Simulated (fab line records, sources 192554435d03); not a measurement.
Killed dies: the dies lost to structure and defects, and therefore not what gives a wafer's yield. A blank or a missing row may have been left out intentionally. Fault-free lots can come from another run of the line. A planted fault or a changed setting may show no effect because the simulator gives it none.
Which of the tools did it? | flow n5_finfet | 31 wafers sampled from 11 lots at 1 step of a route of 1938

## WHAT THE GAUGES READ, wafer by wafer
N5_BEOL_M13_INSPECT_30: inspects for defects (macro). Usual: 2.1 for raw_defect_count, sd 1.5.
lot  | measured     | on                | raw_defect_count | flag
L914 | day 12 01:47 | defect_inspect-02 | 5 2 2            |
L915 | day 12 10:04 | defect_inspect-01 | 2 3 1            |
L917 | day 12 20:41 | defect_inspect-02 | 1 4 3            |
L919 | day 13 11:08 | defect_inspect-01 | 1 4 1            |
L921 | day 13 15:34 | defect_inspect-01 | 1 1 4            |
L923 | day 14 12:48 | defect_inspect-01 | 4 2 0            |
L926 | day 15 04:02 | defect_inspect-02 | 2 4 3            |
L925 | day 15 09:45 | defect_inspect-01 | 1 0 2            |
L930 | day 16 16:28 | defect_inspect-01 | 1 3              |
L931 | day 16 21:54 | defect_inspect-02 | 2 1 2            |
L933 | day 17 01:41 | defect_inspect-02 | 6 5              |

## WHAT TOOL EACH LOT RAN ON (gives the tool, then ch and the chambers of the sampled wafers, and finally the start)
Before these readings, the record contains no process step.

## AS READ BY THE TOOLS THEMSELVES (means over the sampled wafers that have a number; for cases with no such wafer, the mark the record gives instead)
The record holds no such reading with a usual standard deviation.

## THE ANSWER, worked out from the rows above alone
Rule: lot off if the mean of its wafers having a number is beyond 3 standard deviations from the usual mean. Also off: a lot with no number at a reading for which 4 or more lots have one. Any other lot the step has rows for is counted as sound. The gauges are gone through in route order, then the tools' own readings, and for those a lot's mean is taken as printed above. The first step at which some lot is off is used, and at that step the reading that is off furthest; a lot without a number counts as furthest.
None of the lots is off at any reading shown; this tells nothing.

## WHAT HAD BEEN PUT IN BY THE SIMULATOR
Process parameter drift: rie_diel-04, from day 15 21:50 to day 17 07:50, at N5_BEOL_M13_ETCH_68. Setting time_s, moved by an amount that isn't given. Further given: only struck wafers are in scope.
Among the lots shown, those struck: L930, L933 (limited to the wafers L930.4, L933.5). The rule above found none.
